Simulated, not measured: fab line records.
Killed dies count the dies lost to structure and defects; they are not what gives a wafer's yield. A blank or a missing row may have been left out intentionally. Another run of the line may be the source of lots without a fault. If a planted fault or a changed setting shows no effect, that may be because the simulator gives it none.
What tool caused it? | flow nand-harc | 24 lots, 72 wafers sampled, at 6 steps of a route of 1159

== WHAT EACH GAUGE READ, for each wafer ==
The record lacks any reading of a measuring or inspecting step that a usual standard deviation could be used to judge.

== WHAT TOOL EACH LOT RAN ON (gives the tool, then ch and the chambers of the sampled wafers, and finally the start) ==
lot  | NHARC_A_CHANNEL_HOLE_D1_ETCH_19  | NHARC_A_CHANNEL_FILL_D1_ALD_15                 | NHARC_A_STAIRCASE_TRIM_14                     | NHARC_A_STAIRCASE_ETCH_25                     | NHARC_A_STAIRCASE_TRIM_189                    | NHARC_A_STAIRCASE_STRIP_238
L074 | har-etch-02 ch 0,1, day 8 08:46  | ald-sin-batch-03 ch 0, day 11 12:40 or earlier | rie-diel-02 ch 0,2,3, day 11 12:40 or earlier | rie-diel-11 ch 1,3, day 11 12:40 or earlier   | rie-diel-02 ch 0,1,2, day 11 12:40 or earlier | plasma-asher-02 ch 0,1, day 11 12:40
L076 | har-etch-01 ch 0,1, day 8 13:56  | ald-sin-batch-03 ch 0, day 11 12:08 or earlier | rie-diel-02 ch 0,2, day 11 12:08 or earlier   | rie-diel-03 ch 1,2,3, day 11 12:08 or earlier | rie-diel-03 ch 1,2,3, day 11 12:08 or earlier | plasma-asher-01 ch 0,1, day 11 12:08
L075 | har-etch-02 ch 0,1, day 8 15:33  | ald-sin-batch-03 ch 0, day 11 13:33 or earlier | rie-diel-03 ch 1,2,3, day 11 13:33 or earlier | rie-diel-02 ch 1,2, day 11 13:33 or earlier   | rie-diel-11 ch 1,2, day 11 13:33 or earlier   | plasma-asher-01 ch 0,1, day 11 13:33
L078 | har-etch-02 ch 0,1, day 9 08:53  | ald-sin-batch-02 ch 0, day 12 06:37 or earlier | rie-diel-02 ch 1,2,3, day 12 06:37 or earlier | rie-diel-11 ch 0,2,3, day 12 06:37 or earlier | rie-diel-02 ch 1,2,3, day 12 06:37 or earlier | plasma-asher-02 ch 0,1, day 12 06:37
L077 | har-etch-01 ch 0,1, day 9 09:02  | ald-sin-batch-02 ch 0, day 12 06:20 or earlier | rie-diel-02 ch 0,2,3, day 12 06:20 or earlier | rie-diel-02 ch 1,2, day 12 06:20 or earlier   | rie-diel-11 ch 1,2, day 12 06:20 or earlier   | plasma-asher-02 ch 0,1, day 12 06:20
L079 | har-etch-02 ch 0,1, day 9 13:27  | ald-sin-batch-01 ch 0, day 12 12:58 or earlier | rie-diel-02 ch 0,1,2, day 12 12:58 or earlier | rie-diel-02 ch 0,2,3, day 12 12:58 or earlier | rie-diel-02 ch 0,1,2, day 12 12:58 or earlier | plasma-asher-02 ch 0,1, day 12 12:58
L080 | har-etch-01 ch 0,1, day 9 13:38  | ald-sin-batch-01 ch 0, day 12 12:47 or earlier | rie-diel-11 ch 0,3, day 12 12:47 or earlier   | rie-diel-02 ch 0,1, day 12 12:47 or earlier   | rie-diel-11 ch 1,2, day 12 12:47 or earlier   | plasma-asher-02 ch 0,1, day 12 12:47
L081 | har-etch-01 ch 0,1, day 10 00:19 | ald-sin-batch-02 ch 0, day 12 18:32 or earlier | rie-diel-02 ch 0,3, day 12 18:32 or earlier   | rie-diel-11 ch 1,2,3, day 12 18:32 or earlier | rie-diel-11 ch 2,3, day 12 18:32 or earlier   | plasma-asher-02 ch 0,1, day 12 18:32
L083 | har-etch-02 ch 0,1, day 10 11:44 | ald-sin-batch-02 ch 0, day 13 08:28 or earlier | rie-diel-02 ch 0,1,3, day 13 08:28 or earlier | rie-diel-02 ch 1,3, day 13 08:28 or earlier   | rie-diel-03 ch 0,1, day 13 08:28 or earlier   | plasma-asher-01 ch 0,1, day 13 08:28
L082 | har-etch-01 ch 0,1, day 10 13:26 | ald-sin-batch-02 ch 0, day 13 08:25 or earlier | rie-diel-11 ch 0,1,3, day 13 08:25 or earlier | rie-diel-11 ch 0,2,3, day 13 08:25 or earlier | rie-diel-11 ch 0,1,3, day 13 08:25 or earlier | plasma-asher-02 ch 0,1, day 13 08:25
L084 | har-etch-02 ch 0, day 10 15:52   | ald-sin-batch-03 ch 0, day 13 14:05 or earlier | rie-diel-02 ch 0,1,2, day 13 14:05 or earlier | rie-diel-02 ch 2,3, day 13 14:05 or earlier   | rie-diel-03 ch 0,3, day 13 14:05 or earlier   | plasma-asher-02 ch 0,1, day 13 14:05
L085 | har-etch-02 ch 0,1, day 11 17:26 | ald-sin-batch-02 ch 0, day 14 17:25 or earlier | rie-diel-11 ch 1,2,3, day 14 17:25 or earlier | rie-diel-03 ch 0,1,2, day 14 17:25 or earlier | rie-diel-11 ch 0,1,3, day 14 17:25 or earlier | plasma-asher-01 ch 0,1, day 14 17:25
L088 | har-etch-01 ch 0,1, day 11 17:56 | ald-sin-batch-02 ch 0, day 14 13:11 or earlier | rie-diel-11 ch 0,1,2, day 14 13:11 or earlier | rie-diel-11 ch 1,2, day 14 13:11 or earlier   | rie-diel-03 ch 0,2,3, day 14 13:11 or earlier | plasma-asher-02 ch 0,1, day 14 13:11
L086 | har-etch-02 ch 0, day 12 01:35   | ald-sin-batch-02 ch 0, day 15 00:59 or earlier | rie-diel-11 ch 0,1,3, day 15 00:59 or earlier | rie-diel-02 ch 0,1,3, day 15 00:59 or earlier | rie-diel-11 ch 0,1,2, day 15 00:59 or earlier | plasma-asher-02 ch 0, day 15 00:59
L090 | har-etch-01 ch 0,1, day 12 08:06 | ald-sin-batch-02 ch 0, day 15 08:18 or earlier | rie-diel-11 ch 0,1,2, day 15 08:18 or earlier | rie-diel-03 ch 0,2,3, day 15 08:18 or earlier | rie-diel-03 ch 1,2,3, day 15 08:18 or earlier | plasma-asher-02 ch 0,1, day 15 08:18
L089 | har-etch-02 ch 0,1, day 12 08:37 | ald-sin-batch-02 ch 0, day 15 07:56 or earlier | rie-diel-11 ch 0,3, day 15 07:56 or earlier   | rie-diel-03 ch 0,1,2, day 15 07:56 or earlier | rie-diel-11 ch 0,1,3, day 15 07:56 or earlier | plasma-asher-02 ch 0,1, day 15 07:56
L087 | har-etch-01 ch 0,1, day 12 12:15 | ald-sin-batch-01 ch 0, day 15 09:33 or earlier | rie-diel-03 ch 0,1,2, day 15 09:33 or earlier | rie-diel-11 ch 0,1,3, day 15 09:33 or earlier | rie-diel-11 ch 0,1,2, day 15 09:33 or earlier | plasma-asher-01 ch 0,1, day 15 09:33
L091 | har-etch-02 ch 0,1, day 12 16:07 | ald-sin-batch-02 ch 0, day 15 12:32 or earlier | rie-diel-03 ch 0,1,2, day 15 12:32 or earlier | rie-diel-03 ch 0,1,3, day 15 12:32 or earlier | rie-diel-03 ch 0,1, day 15 12:32 or earlier   | plasma-asher-01 ch 0,1, day 15 12:32
L092 | har-etch-02 ch 0,1, day 12 23:30 | ald-sin-batch-02 ch 0, day 15 20:48 or earlier | rie-diel-11 ch 0,1,2, day 15 20:48 or earlier | rie-diel-11 ch 0,1,3, day 15 20:48 or earlier | rie-diel-11 ch 0,1,2, day 15 20:48 or earlier | plasma-asher-02 ch 0,1, day 15 20:48
L093 | har-etch-01 ch 0,1, day 13 00:36 | ald-sin-batch-02 ch 0, day 15 21:11 or earlier | rie-diel-03 ch 0,1, day 15 21:11 or earlier   | rie-diel-11 ch 0,1,3, day 15 21:11 or earlier | rie-diel-03 ch 0,1, day 15 21:11 or earlier   | plasma-asher-02 ch 0,1, day 15 21:11
L095 | har-etch-02 ch 0,1, day 13 03:43 | ald-sin-batch-03 ch 0, day 16 01:41 or earlier | rie-diel-03 ch 0,1, day 16 01:41 or earlier   | rie-diel-03 ch 0,1, day 16 01:41 or earlier   | rie-diel-11 ch 0,2,3, day 16 01:41 or earlier | plasma-asher-01 ch 0,1, day 16 01:41
L094 | har-etch-01 ch 0,1, day 13 05:52 | ald-sin-batch-03 ch 0, day 16 02:30 or earlier | rie-diel-11 ch 0,1,2, day 16 02:30 or earlier | rie-diel-11 ch 1,2,3, day 16 02:30 or earlier | rie-diel-11 ch 0,1,2, day 16 02:30 or earlier | plasma-asher-01 ch 0,1, day 16 02:30
L096 | har-etch-02 ch 0,1, day 14 00:37 | ald-sin-batch-02 ch 0, day 17 00:54 or earlier | rie-diel-03 ch 0,1,3, day 17 00:54 or earlier | rie-diel-03 ch 0,1,3, day 17 00:54 or earlier | rie-diel-02 ch 0,1,2, day 17 00:54 or earlier | plasma-asher-01 ch 0,1, day 17 00:54
L097 | har-etch-01 ch 0,1, day 14 10:00 | ald-sin-batch-03 ch 0, day 15 05:35            | rie-diel-03 ch 0,2,3, day 17 07:59 or earlier | rie-diel-11 ch 1,2,3, day 17 07:59 or earlier | rie-diel-11 ch 0,1,2, day 17 07:59 or earlier | plasma-asher-02 ch 0,1, day 17 07:59
- NHARC_A_CHANNEL_HOLE_D1_ETCH_19: etches the open film in C4F8/O2/Ar, time 34.5 s.
- NHARC_A_CHANNEL_FILL_D1_ALD_15: deposits SiNx, target thk 2 nm, pulse time 60 s, ald cycles 19.
- NHARC_A_STAIRCASE_TRIM_14: chemistry O2, time 211.2 s.
- NHARC_A_STAIRCASE_ETCH_25: etches the open film in C4F8/O2, target depth 100 nm, time 40.5 s.
- NHARC_A_STAIRCASE_TRIM_189: chemistry O2, time 211.2 s.
- NHARC_A_STAIRCASE_STRIP_238: strips in O2.

== WHAT THE TOOLS THEMSELVES READ (means of the sampled wafers that have a number; where no wafer has one, the mark that the record gives instead) ==
NHARC_A_CHANNEL_HOLE_D1_ETCH_19. Usual: drypump-motor-current-A 5.82 A, standard deviation 0.21; showerhead-plenum-p-Torr 3.73 Torr, standard deviation 0.16; temp-c -20.01 C, standard deviation 0.098; throttle-valve-pct 37.038 %, standard deviation 0.0085.
lot  | tool        | drypump-motor-current-A (A) | showerhead-plenum-p-Torr (Torr) | temp-c (C) | throttle-valve-pct (%) | flag
L074 | har-etch-02 | 5.73                        | 3.68                            | -20.00     | 37.040                 |
L076 | har-etch-01 | 6.01                        | 3.71                            | -20.02     | 37.044                 |
L075 | har-etch-02 | 5.68                        | 3.81                            | -19.99     | 37.038                 |
L078 | har-etch-02 | 5.73                        | 3.68                            | -19.97     | 37.036                 |
L077 | har-etch-01 | 5.88                        | 3.79                            | -20.03     | 37.029                 |
L079 | har-etch-02 | 5.73                        | 3.68                            | -19.93     | 37.031                 |
L080 | har-etch-01 | 5.87                        | 3.78                            | -20.10     | 37.034                 |
L081 | har-etch-01 | 6.01                        | 3.70                            | -20.01     | 37.040                 |
L083 | har-etch-02 | 5.73                        | 3.67                            | -19.96     | 37.042                 |
L082 | har-etch-01 | 5.87                        | 3.78                            | -20.05     | 37.034                 |
L084 | har-etch-02 | 5.62                        | 3.91                            | -20.18     | 37.035                 |
L085 | har-etch-02 | 5.73                        | 3.66                            | -19.98     | 37.034                 |
L088 | har-etch-01 | 5.87                        | 3.77                            | -20.13     | 37.039                 |
L086 | har-etch-02 | 5.62                        | 3.91                            | -20.02     | 37.045                 |
L090 | har-etch-01 | 6.01                        | 3.69                            | -19.97     | 37.037                 |
L089 | har-etch-02 | 5.74                        | 3.66                            | -19.89     | 37.039                 |
L087 | har-etch-01 | 5.86                        | 3.77                            | -20.03     | 37.040                 |
L091 | har-etch-02 | 5.68                        | 3.78                            | -20.09     | 37.043                 |
L092 | har-etch-02 | 5.73                        | 3.65                            | -20.04     | 37.033                 |
L093 | har-etch-01 | 5.88                        | 3.76                            | -20.04     | 37.043                 |
L095 | har-etch-02 | 5.75                        | 3.65                            | -19.91     | 37.043                 |
L094 | har-etch-01 | 6.04                        | 3.68                            | -19.99     | 37.039                 |
L096 | har-etch-02 | 5.67                        | 3.77                            | -19.95     | 37.032                 |
L097 | har-etch-01 | 6.04                        | 3.68                            | -19.96     | 37.037                 |

NHARC_A_CHANNEL_FILL_D1_ALD_15. Usual: precursor-pulse-height-rel at 1.002, with a standard deviation of 0.02.
lot  | tool             | precursor-pulse-height-rel | flag
L074 | ald-sin-batch-03 | 1.031                      |
L076 | ald-sin-batch-03 | 0.996                      |
L075 | ald-sin-batch-03 | 0.987                      |
L078 | ald-sin-batch-02 | 1.005                      |
L077 | ald-sin-batch-02 | 0.992                      |
L079 | ald-sin-batch-01 | 1.000                      |
L080 | ald-sin-batch-01 | 0.988                      |
L081 | ald-sin-batch-02 | 1.003                      |
L083 | ald-sin-batch-02 | 1.029                      |
L082 | ald-sin-batch-02 | 1.002                      |
L084 | ald-sin-batch-03 | 1.016                      |
L085 | ald-sin-batch-02 | 1.002                      |
L088 | ald-sin-batch-02 | 1.009                      |
L086 | ald-sin-batch-02 | 0.997                      |
L090 | ald-sin-batch-02 | 1.010                      |
L089 | ald-sin-batch-02 | 1.002                      |
L087 | ald-sin-batch-01 | 0.993                      |
L091 | ald-sin-batch-02 | 1.004                      |
L092 | ald-sin-batch-02 | 0.983                      |
L093 | ald-sin-batch-02 | 1.019                      |
L095 | ald-sin-batch-03 | 0.994                      |
L094 | ald-sin-batch-03 | 1.010                      |
L096 | ald-sin-batch-02 | 1.003                      |
L097 | ald-sin-batch-03 | 1.015                      |

NHARC_A_STAIRCASE_TRIM_14. Usual: drypump-motor-current-A 5.8 A, standard deviation 0.37; oes-product-au 1.002 a.u., standard deviation 0.0099; rf-vpp-V 57.8 V, standard deviation 0.9; showerhead-plenum-p-Torr 3.49 Torr, standard deviation 0.12; throttle-valve-pct 17.036 %, standard deviation 0.0089.
lot  | tool        | drypump-motor-current-A (A) | oes-product-au (a.u.) | rf-vpp-V (V) | showerhead-plenum-p-Torr (Torr) | throttle-valve-pct (%) | flag
L074 | rie-diel-02 | 6.1                         | 0.995                 | 57.8         | 3.39                            | 17.033                 |
L076 | rie-diel-02 | 6.1                         | 0.992                 | 57.4         | 3.44                            | 17.038                 |
L075 | rie-diel-03 | 5.8                         | 0.994                 | 57.4         | 3.54                            | 17.038                 |
L078 | rie-diel-02 | 5.8                         | 1.003                 | 57.8         | 3.33                            | 17.031                 |
L077 | rie-diel-02 | 6.2                         | 1.001                 | 56.5         | 3.39                            | 17.030                 |
L079 | rie-diel-02 | 5.7                         | 1.008                 | 57.9         | 3.39                            | 17.044                 |
L080 | rie-diel-11 | 5.7                         | 1.001                 | 57.4         | 3.58                            | 17.044                 |
L081 | rie-diel-02 | 6.3                         | 0.998                 | 57.6         | 3.38                            | 17.038                 |
L083 | rie-diel-02 | 6.0                         | 0.994                 | 57.6         | 3.33                            | 17.032                 |
L082 | rie-diel-11 | 5.8                         | 1.002                 | 58.0         | 3.57                            | 17.044                 |
L084 | rie-diel-02 | 5.7                         | 1.002                 | 57.3         | 3.38                            | 17.032                 |
L085 | rie-diel-11 | 5.6                         | 1.005                 | 58.5         | 3.60                            | 17.032                 |
L088 | rie-diel-11 | 5.8                         | 1.001                 | 58.2         | 3.60                            | 17.029                 |
L086 | rie-diel-11 | 5.8                         | 1.004                 | 58.6         | 3.56                            | 17.039                 |
L090 | rie-diel-11 | 5.8                         | 1.004                 | 58.0         | 3.60                            | 17.041                 |
L089 | rie-diel-11 | 5.7                         | 0.997                 | 57.8         | 3.57                            | 17.037                 |
L087 | rie-diel-03 | 5.8                         | 0.997                 | 56.6         | 3.57                            | 17.026                 |
L091 | rie-diel-03 | 5.8                         | 1.004                 | 58.0         | 3.57                            | 17.043                 |
L092 | rie-diel-11 | 5.8                         | 0.999                 | 57.2         | 3.59                            | 17.038                 |
L093 | rie-diel-03 | 5.7                         | 1.003                 | 57.9         | 3.53                            | 17.039                 |
L095 | rie-diel-03 | 5.8                         | 1.005                 | 58.1         | 3.53                            | 17.035                 |
L094 | rie-diel-11 | 5.8                         | 1.014                 | 58.0         | 3.59                            | 17.034                 |
L096 | rie-diel-03 | 5.7                         | 1.013                 | 56.9         | 3.47                            | 17.037                 |
L097 | rie-diel-03 | 5.8                         | 0.996                 | 58.5         | 3.51                            | 17.039                 |

NHARC_A_STAIRCASE_ETCH_25. Usual: oes-product-au 0.945 a.u., standard deviation 0.013; rf-vpp-V 895 V, standard deviation 4.4.
lot  | tool        | oes-product-au (a.u.) | rf-vpp-V (V) | flag
L074 | rie-diel-11 | 0.941                 | 898          |
L076 | rie-diel-03 | 0.941                 | 896          |
L075 | rie-diel-02 | 0.963                 | 890          |
L078 | rie-diel-11 | 0.953                 | 898          |
L077 | rie-diel-02 | 0.960                 | 891          |
L079 | rie-diel-02 | 0.940                 | 891          |
L080 | rie-diel-02 | 0.941                 | 891          |
L081 | rie-diel-11 | 0.946                 | 898          |
L083 | rie-diel-02 | 0.954                 | 887          |
L082 | rie-diel-11 | 0.948                 | 899          |
L084 | rie-diel-02 | 0.936                 | 890          |
L085 | rie-diel-03 | 0.941                 | 896          |
L088 | rie-diel-11 | 0.958                 | 900          |
L086 | rie-diel-02 | 0.940                 | 888          |
L090 | rie-diel-03 | 0.918                 | 896          |
L089 | rie-diel-03 | 0.939                 | 897          |
L087 | rie-diel-11 | 0.943                 | 897          |
L091 | rie-diel-03 | 0.947                 | 894          |
L092 | rie-diel-11 | 0.952                 | 897          |
L093 | rie-diel-11 | 0.937                 | 897          |
L095 | rie-diel-03 | 0.953                 | 896          |
L094 | rie-diel-11 | 0.948                 | 898          |
L096 | rie-diel-03 | 0.945                 | 895          |
L097 | rie-diel-11 | 0.956                 | 898          |

NHARC_A_STAIRCASE_TRIM_189. Usual: drypump-motor-current-A 5.8 A, standard deviation 0.32; oes-product-au 1.000 a.u., standard deviation 0.0092; rf-vpp-V 57.9 V, standard deviation 0.82; showerhead-plenum-p-Torr 3.55 Torr, standard deviation 0.11; throttle-valve-pct 17.037 %, standard deviation 0.009.
lot  | tool        | drypump-motor-current-A (A) | oes-product-au (a.u.) | rf-vpp-V (V) | showerhead-plenum-p-Torr (Torr) | throttle-valve-pct (%) | flag
L074 | rie-diel-02 | 5.7                         | 1.004                 | 56.9         | 3.39                            | 17.046                 |
L076 | rie-diel-03 | 5.8                         | 0.998                 | 58.1         | 3.54                            | 17.040                 |
L075 | rie-diel-11 | 5.6                         | 1.009                 | 57.9         | 3.64                            | 17.029                 |
L078 | rie-diel-02 | 5.8                         | 1.008                 | 57.8         | 3.33                            | 17.033                 |
L077 | rie-diel-11 | 5.7                         | 1.006                 | 58.3         | 3.61                            | 17.033                 |
L079 | rie-diel-02 | 5.7                         | 1.007                 | 58.1         | 3.39                            | 17.033                 |
L080 | rie-diel-11 | 5.7                         | 0.992                 | 58.4         | 3.61                            | 17.031                 |
L081 | rie-diel-11 | 5.4                         | 1.010                 | 57.7         | 3.65                            | 17.042                 |
L083 | rie-diel-03 | 5.7                         | 0.997                 | 58.4         | 3.54                            | 17.037                 |
L082 | rie-diel-11 | 5.8                         | 0.990                 | 57.7         | 3.57                            | 17.030                 |
L084 | rie-diel-03 | 5.8                         | 0.999                 | 58.3         | 3.43                            | 17.038                 |
L085 | rie-diel-11 | 5.8                         | 1.002                 | 57.7         | 3.56                            | 17.045                 |
L088 | rie-diel-03 | 5.8                         | 0.990                 | 58.0         | 3.52                            | 17.043                 |
L086 | rie-diel-11 | 5.8                         | 1.001                 | 59.0         | 3.60                            | 17.039                 |
L090 | rie-diel-03 | 5.8                         | 0.994                 | 58.2         | 3.52                            | 17.036                 |
L089 | rie-diel-11 | 5.8                         | 1.001                 | 57.5         | 3.56                            | 17.035                 |
L087 | rie-diel-11 | 5.8                         | 0.998                 | 58.4         | 3.59                            | 17.044                 |
L091 | rie-diel-03 | 5.8                         | 1.008                 | 57.7         | 3.52                            | 17.033                 |
L092 | rie-diel-11 | 5.8                         | 0.993                 | 57.6         | 3.59                            | 17.039                 |
L093 | rie-diel-03 | 5.8                         | 1.002                 | 57.2         | 3.52                            | 17.039                 |
L095 | rie-diel-11 | 5.7                         | 1.002                 | 58.2         | 3.59                            | 17.029                 |
L094 | rie-diel-11 | 5.8                         | 1.005                 | 57.9         | 3.59                            | 17.037                 |
L096 | rie-diel-02 | 5.7                         | 0.997                 | 58.4         | 3.55                            | 17.033                 |
L097 | rie-diel-11 | 5.8                         | 1.003                 | 57.8         | 3.58                            | 17.032                 |

NHARC_A_STAIRCASE_STRIP_238. Usual: drypump-motor-current-A 5.6 A, standard deviation 0.44; heater-power-w 306 W, standard deviation 17; temp-c 250.01 C, standard deviation 0.17.
lot  | tool            | drypump-motor-current-A (A) | heater-power-w (W) | temp-c (C) | flag
L074 | plasma-asher-02 | 5.5                         | 299                | 249.98     |
L076 | plasma-asher-01 | 5.5                         | 322                | 250.07     |
L075 | plasma-asher-01 | 5.6                         | 304                | 250.00     |
L078 | plasma-asher-02 | 5.5                         | 296                | 250.04     |
L077 | plasma-asher-02 | 5.5                         | 295                | 250.24     |
L079 | plasma-asher-02 | 5.8                         | 301                | 250.08     |
L080 | plasma-asher-02 | 5.8                         | 304                | 249.77     |
L081 | plasma-asher-02 | 5.5                         | 297                | 250.06     |
L083 | plasma-asher-01 | 5.6                         | 311                | 249.97     |
L082 | plasma-asher-02 | 5.5                         | 297                | 249.79     |
L084 | plasma-asher-02 | 5.5                         | 295                | 250.12     |
L085 | plasma-asher-01 | 5.6                         | 311                | 249.96     |
L088 | plasma-asher-02 | 5.8                         | 306                | 250.05     |
L086 | plasma-asher-02 | 5.1                         | 286                | 249.94     |
L090 | plasma-asher-02 | 5.9                         | 310                | 250.01     |
L089 | plasma-asher-02 | 5.8                         | 314                | 250.01     |
L087 | plasma-asher-01 | 5.5                         | 316                | 250.02     |
L091 | plasma-asher-01 | 5.6                         | 312                | 250.02     |
L092 | plasma-asher-02 | 5.8                         | 305                | 250.05     |
L093 | plasma-asher-02 | 5.8                         | 304                | 250.10     |
L095 | plasma-asher-01 | 5.6                         | 306                | 250.14     |
L094 | plasma-asher-01 | 5.5                         | 318                | 250.02     |
L096 | plasma-asher-01 | 5.6                         | 320                | 250.04     |
L097 | plasma-asher-02 | 5.5                         | 314                | 249.91     |

== THE ANSWER, worked out from the rows above alone ==
Rule: a lot counts as off when the mean over its wafers that have a number is more than 3 standard deviations away from the usual mean. Also off: a lot with no number at a reading for which 4 or more lots have one. The other lots that the step has rows for count as sound. The gauges are gone through in route order, then the tools' own readings, and for those a lot's mean is taken as printed above. At the first step where some lot is off, the reading lying furthest off is the one used; lots without a number count as furthest.
Nothing can be told from this: no lot is off at any reading shown.

== WHAT WAS PUT IN BY THE SIMULATOR ==
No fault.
